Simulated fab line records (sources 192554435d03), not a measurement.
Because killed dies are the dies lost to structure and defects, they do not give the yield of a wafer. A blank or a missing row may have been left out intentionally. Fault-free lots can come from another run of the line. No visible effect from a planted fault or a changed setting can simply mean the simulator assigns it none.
Which tool did it? ; flow n5-finfet ; 42 wafers sampled from 14 lots at 1 step of a route of 1938

WHAT THE GAUGES SHOWED, per wafer
N5_BEOL_M1_CD_MEAS_35: target cd 18 nm, target cd y 21 nm.
lot;measured;on;cd-nm (nm)
L433;day 6 10:59;cd-sem-03;17.4 18.1 18.0
L434;day 6 16:09;cd-sem-02;18.2 17.9 18.1
L435;day 7 01:04;cd-sem-03;17.8 18.3 18.0
L436;day 7 08:04;cd-sem-03;18.2 17.9 17.9
L438;day 7 16:21;cd-sem-02;18.4 18.0 18.7
L437;day 7 20:07;cd-sem-02;18.1 18.1 18.5
L440;day 8 11:23;cd-sem-03;18.1 18.2 17.7
L442;day 8 19:23;cd-sem-02;17.3 18.1 17.9
L447;day 9 21:33;cd-sem-02;17.4 17.9 17.7
L448;day 10 12:38;cd-sem-03;18.6 18.0 18.2
L450;day 10 18:53;cd-sem-01;17.8 17.7 18.1
L451;day 10 21:32;cd-sem-01;18.7 18.2 17.9
L452;day 11 00:58;cd-sem-03;18.3 18.2 18.0
L455;day 12 03:04;cd-sem-01;17.4 17.5 17.7

TOOL THAT RAN EACH LOT (tool first, then ch and the chambers of the sampled wafers, then the start)
Before these readings, the record contains no process step.

WHAT THE TOOLS THEMSELVES READ (means of the sampled wafers that have a number; where no wafer has one, the mark that the record gives instead)
The record holds no such reading with a usual standard deviation.

THE ANSWER, worked out from the rows above alone
Rule: the usual values come from the lots themselves. Put in order of their means at a reading, lots are off if they are a third of the lots or fewer, leave a main group of 4 or more, and stand apart from it by a gap of 3 or more times the standard deviation of the main group's means; of several such gaps the widest counts. The tables above print the reading to a certain number of digits; a main group whose means all agree to those digits is not used. Also off: a lot with no number at a reading for which 4 or more lots have one. The other lots that the step has rows for count as sound. The gauges are gone through in route order, then the tools' own readings, and for those a lot's mean is taken as printed above. At the first step where some lot is off, the reading lying furthest off is the one used; lots without a number count as furthest.
Nothing can be told from this: no lot is off at any reading shown.

WHAT THE SIMULATOR HAD INSERTED
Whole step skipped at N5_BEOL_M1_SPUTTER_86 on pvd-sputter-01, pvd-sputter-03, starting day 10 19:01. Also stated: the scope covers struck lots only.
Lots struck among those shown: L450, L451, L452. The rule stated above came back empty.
